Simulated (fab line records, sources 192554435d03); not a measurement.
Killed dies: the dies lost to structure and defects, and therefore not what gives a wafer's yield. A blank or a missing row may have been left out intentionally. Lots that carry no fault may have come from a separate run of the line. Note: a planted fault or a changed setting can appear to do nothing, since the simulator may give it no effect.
Chamber matching    flow n5_finfet    4 sister chambers for N5_BEOL_M14_ETCH_67 on rie_diel-03
The step etches SiARC in CF4, target depth 143 nm, time 238.3 s. 20 wafers are shown with their chamber, then 10 later ones without.

## WAFERS WITH THEIR CHAMBER
wafer   chamber  drypump_motor_current_A (A)  throttle_valve_pct (%)  showerhead_plenum_p_Torr (Torr)
L074.1  3        6.0                          15.55                   2.17
L074.2  1        6.2                          15.01                   2.09
L074.3  0        5.4                          15.25                   2.25
L076.1  1        6.2                          15.00                   2.09
L076.4  2        5.6                          15.83                   2.16
L076.6  0        5.4                          15.27                   2.25
L078.1  1        6.2                          15.01                   2.09
L078.3  0        5.4                          15.27                   2.25
L078.4  1        6.1                          15.02                   2.09
L082.1  1        6.2                          15.02                   2.08
L082.5  3        6.0                          15.57                   2.17
L082.6  1        6.2                          15.05                   2.08
L080.1  1        6.2                          15.03                   2.08
L080.3  2        5.6                          15.88                   2.15
L080.6  1        6.2                          15.05                   2.08
L088.1  1        6.1                          15.05                   2.08
L088.3  2        5.6                          15.89                   2.15
L088.5  0        5.4                          15.31                   2.24
L089.1  3        6.0                          15.61                   2.16
L089.2  2        5.6                          15.92                   2.14

SIGNATURES, as means of the wafers listed above
reading                   chamber 0  chamber 1  chamber 2  chamber 3  scatter within a chamber
drypump_motor_current_A   5.400      6.178      5.600      6.000      0.0312
throttle_valve_pct        15.2750    15.0267    15.8800    15.5767    0.0262
showerhead_plenum_p_Torr  2.2475     2.0844     2.1500     2.1667     0.00594
Rule: for each reading, subtract the chamber's mean from the wafer's reading, divide by that reading's scatter and square the result; add these up over the readings and take the root, which gives the wafer's distance from the chamber. The wafer belongs to the nearest chamber; if the next one is less than 2 further off, it can't be placed. The scatter: the root of (the sum of the squares of (reading less its chamber's mean) over the shown wafers, divided by (wafers less chambers)).

## WAFERS WITHOUT THEIR CHAMBER
wafer   drypump_motor_current_A (A)  throttle_valve_pct (%)  showerhead_plenum_p_Torr (Torr)
L089.6  6.0                          15.61                   2.16
L092.1  6.0                          15.61                   2.16
L092.3  6.2                          15.09                   2.07
L092.4  5.4                          15.31                   2.24
L097.4  5.6                          15.95                   2.14
L097.5  5.6                          15.94                   2.14
L097.6  6.2                          15.10                   2.07
L096.1  5.6                          15.95                   2.14
L096.5  5.6                          15.95                   2.14
L096.6  6.2                          15.11                   2.07

## THE CHAMBER EACH PASSED THROUGH
wafer   from the rows above  in truth
L089.6  3                    3
L092.1  3                    3
L092.3  1                    1
L092.4  0                    0
L097.4  2                    2
L097.5  2                    2
L097.6  1                    1
L096.1  2                    2
L096.5  2                    2
L096.6  1                    1
10 of 10 placed correctly. Not placeable from these rows: 0. Number placed wrongly: 0.
